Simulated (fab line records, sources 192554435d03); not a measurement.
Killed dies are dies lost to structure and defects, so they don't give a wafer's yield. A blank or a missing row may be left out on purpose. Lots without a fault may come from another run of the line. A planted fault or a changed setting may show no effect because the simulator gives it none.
A struck lot beside a sound one | flow n5_finfet | 39 steps out of a route of 1938
Sound: wafers L129.1, L129.2, L129.3. Struck: wafer L118.6. (L118.2 of the same lot was not struck and is left out.) The cause comes at the end.
At each step with rows: each side's tool, then ch and its chambers, then its first start. Under that, the readings that differ: sound wafers | struck wafers | difference of the means | sigmas: that difference in standard deviations of wafers without a fault.
alike: readings whose means differ by less than 2 such deviations, and words and numbers that are the same on both sides. not compared: withheld readings, readings that some wafer has no value for, bounds like >300 that may hide the same value, and numbers for which the record gives no deviation and whose values overlap.
The two part at a step that has a row with sigmas, a row that says differs or no value, or rows on one side only. Numbers that don't overlap but have no deviation are shown without sigmas and don't part them. A reading that every wafer of one side lacks parts them only if that side has two wafers or more.

first, 12 steps without rows for these wafers: N5_SD_EPI_N_ETCH_35 (etches SOC in N2/H2, overetch 108 nm, time 486 s); N5_SD_EPI_N_STRIP_36 (strips in N2/H2); N5_SD_EPI_N_ETCHBACK_44 (etches SiNx in CH3F/O2, stops on SiO2, target depth 14.5 nm); N5_SD_EPI_N_ETCH_45 (etches SiOCN in CH3F/O2, target depth 6 nm); N5_SD_EPI_N_ETCH_16 (etches SiO2 in CHF3/O2, target depth 5 nm); N5_SD_EPI_N_STRIP_47 (strips in CHF3/O2); N5_SD_EPI_N_SD_RECESS_17 (chemistry HBr/Cl2/O2, target depth 41 nm, time 23.7 s, bt time 3 s); N5_SD_EPI_N_STRIP_38 (strips in N2/H2); N5_SD_EPI_N_WET_ETCH_43 (etches SiO2 in dHF, time 14 s, target depth 1.5 nm); N5_SD_EPI_N_STRIP_18 (strips in SPM, time 750 s); N5_SD_EPI_N_SRD_20 (time 30 s); N5_SD_EPI_N_PRECLEAN_48 (cleans in NF3:NH3, afs cycles 2, time 20 s, sublimation time 60 s).
N5_SD_EPI_N_VAPOR_ETCH_50: etches Si in HCl, time 54 s.
  sound on epi_rpcvd-01 ch 0, day 7 14:38; struck on epi_rpcvd-01 ch 0, day 4 19:17
  alike: throttle_valve_pct
then, 24 steps without rows for these wafers: N5_SD_EPI_N_EPI_21 (deposits Si:P, time 690 s); N5_SD_EPI_N_PRECLEAN_24 (cleans in O3/DIW, time 60 s); N5_SD_EPI_N_SRD_25 (time 30 s); N5_SD_EPI_N_PRECLEAN_49 (cleans in NF3:NH3, afs cycles 1, time 20 s, sublimation time 60 s); N5_SD_EPI_N_LINER_46 (material SiNx, target thk 3 nm); N5_SD_EPI_P_COAT_34 (time 60 s, resist thk 350 nm); N5_SD_EPI_P_COAT_35 (time 60 s, resist thk 35 nm); N5_SD_EPI_P_COAT_03 (resist thk 150 nm); N5_SD_EPI_P_EBR_05; N5_SD_EPI_P_SOFTBAKE_04 (time 60 s); N5_SD_EPI_P_EXPOSE_06 (exposes mask SD P BLK, target cd 240 nm); N5_SD_EPI_P_PEB_07 (peb time 60 s); N5_SD_EPI_P_DEVELOP_08 (develop time 30 s); N5_SD_EPI_P_DESCUM_14 (chemistry O2, time 7.9 s); N5_SD_EPI_P_ETCH_36 (etches SiARC in CF4, target depth 45.5 nm, time 75.8 s); N5_SD_EPI_P_ETCH_37 (etches SOC in N2/H2, overetch 108 nm, time 486 s); N5_SD_EPI_P_STRIP_38 (strips in N2/H2); N5_SD_EPI_P_ETCHBACK_46 (etches SiNx in CH3F/O2, stops on SiO2, target depth 17.5 nm); N5_SD_EPI_P_ETCH_47 (etches SiOCN in CH3F/O2, target depth 25 nm); N5_SD_EPI_P_ETCH_16 (etches SiO2 in CHF3/O2, target depth 5 nm); N5_SD_EPI_P_STRIP_50 (strips in CHF3/O2); N5_SD_EPI_P_SD_RECESS_17 (chemistry HBr/Cl2/O2, target depth 39.1 nm, bt time 3 s); N5_SD_EPI_P_WET_ETCH_45 (etches SiO2 in dHF, time 10.7 s, target depth 2 nm, rinse time 30 s); N5_SD_EPI_P_STRIP_40 (strips in N2/H2).
-- the record jumps here: 5 days lie between the struck wafers' starts before and after (it left off in module SD_EPI_P and takes up again in module BEOL_M4, whose first step shown is number 1111 of the route) --
N5_BEOL_M4_RC_MEAS_101:
  sound on prober-01 ch 0, day 13 01:14; struck on prober-01 ch 0, day 9 18:23
  reading            | sound             | struck | difference | sigmas
  DIBL_N (mV/V)      | 36.2 38.6 38.4    | 30.5   | -7.2       | -5
  IOFF_N (nA/um)     | 0.151 0.195 0.184 | 0.093  | -0.084     | -3
  IOFF_N_85C (nA/um) | 2.9 3.6 3.4       | 2.0    | -1.3       | -3
  IOFF_N_LIN (nA/um) | 0.070 0.086 0.083 | 0.050  | -0.030     | -3
  ION_N (uA/um)      | 667 667 688       | 626    | -48        | -4
  ION_P (uA/um)      | 455 460 466       | 479    | +19        | +2
  REXT_N (ohm.um)    | 75.4 75.1 75.2    | 92.8   | +17.6      | +10
  SS_N (mV/dec)      | 72.2 72.0 71.4    | 70.5   | -1.4       | -2
  VT_N (mV)          | 252 248 249       | 257    | +7         | +2
  VT_N_LVT (mV)      | 100 97 98         | 106    | +8         | +2
  VT_P (mV)          | -252 -249 -250    | -243   | +7         | +2
  alike: DIBL_P, IOFF_P, SS_P
-- the record jumps here: 4 days lie between the struck wafers' starts before and after (it left off in module BEOL_M4 and takes up again in module PASSIVATION, whose first step shown is number 1936 of the route) --
N5_PASSIVATION_PROBE_49:
  sound on prober-01, day 17 11:44; struck on prober-02, day 13 17:15
  reading              | sound          | struck | difference | sigmas
  sort_bin_8_speed (%) | 0 0 0          | 37.12  | +37.12     | +99 or more
  sort_n_pass          | 1083 1070 1069 | 651    | -423       | -22
  sort_yield_pct (%)   | 91.8 90.7 90.6 | 55.2   | -35.8      | -22
  alike: defect_limited_yield, killed_at_M0_to_M3, killed_at_M4_up, killed_at_contacts, killed_at_front_end, killed_at_other, killed_dies, killed_open, killed_short, sort_bin_5_function, sort_bin_6_memory

WHERE THEY PART
First at N5_BEOL_M4_RC_MEAS_101; last, within this record, at N5_PASSIVATION_PROBE_49.

WHY: what the simulator had put in
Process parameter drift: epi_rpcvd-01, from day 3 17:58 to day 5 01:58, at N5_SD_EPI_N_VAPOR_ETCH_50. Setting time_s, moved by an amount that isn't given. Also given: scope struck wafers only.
